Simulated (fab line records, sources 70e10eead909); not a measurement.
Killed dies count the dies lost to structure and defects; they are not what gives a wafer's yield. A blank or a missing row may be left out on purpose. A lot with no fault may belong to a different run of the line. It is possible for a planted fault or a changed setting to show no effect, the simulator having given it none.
Chamber matching    flow nandHarc    rieDiel-03 running NHARC_A_CONTACT_ETCH_31: 4 sister chambers
The step etches the open film in O2/COS, target depth 2800 nm, time 728 s. 8 wafers are shown with their chamber, then 8 later ones without.

== WAFERS PAIRED WITH THEIR CHAMBERS ==
wafer   chamber  drypumpMotorCurrentA (A)  runLengthS (s)
L586.2  2        5.16                      749.5
L592.1  3        5.69                      749.7
L600.2  2        5.18                      749.4
L600.4  3        5.70                      749.8
L604.2  0        5.65                      749.8
L604.5  1        5.31                      748.6
L604.6  0        5.67                      749.5
L602.1  1        5.30                      748.7

== WAFERS WITHOUT THEIR CHAMBER ==
wafer   drypumpMotorCurrentA (A)  runLengthS (s)
L602.4  5.69                      749.7
L602.6  5.68                      749.7
L605.1  5.70                      749.8
L605.3  5.61                      749.4
L605.4  5.17                      749.9
L606.1  5.62                      750.0
L606.2  5.15                      749.2
L606.5  5.34                      748.6

== WHICH CHAMBER EACH WENT THROUGH ==
wafer   from the rows above      in truth
L602.4  3                        3
L602.6  can't be placed: 3 or 0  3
L605.1  3                        3
L605.3  0                        0
L605.4  2                        2
L606.1  0                        0
L606.2  2                        2
L606.5  1                        1
7 of 8 placed correctly. Not placeable from these rows: 1 (in 1, the candidates include the true chamber). Wrongly placed: 0.
How it was worked out, from the rows above alone: a wafer's distance from a chamber is the root of the sum, over the readings, of the square of ((its reading less the chamber's mean) divided by the reading's scatter). The wafer belongs to the nearest chamber; if the next one is less than 2 further off, it can't be placed. A chamber's mean is the mean of its shown wafers. The scatter: the root of (the sum of the squares of (reading less its chamber's mean) over the shown wafers, divided by (wafers less chambers)).
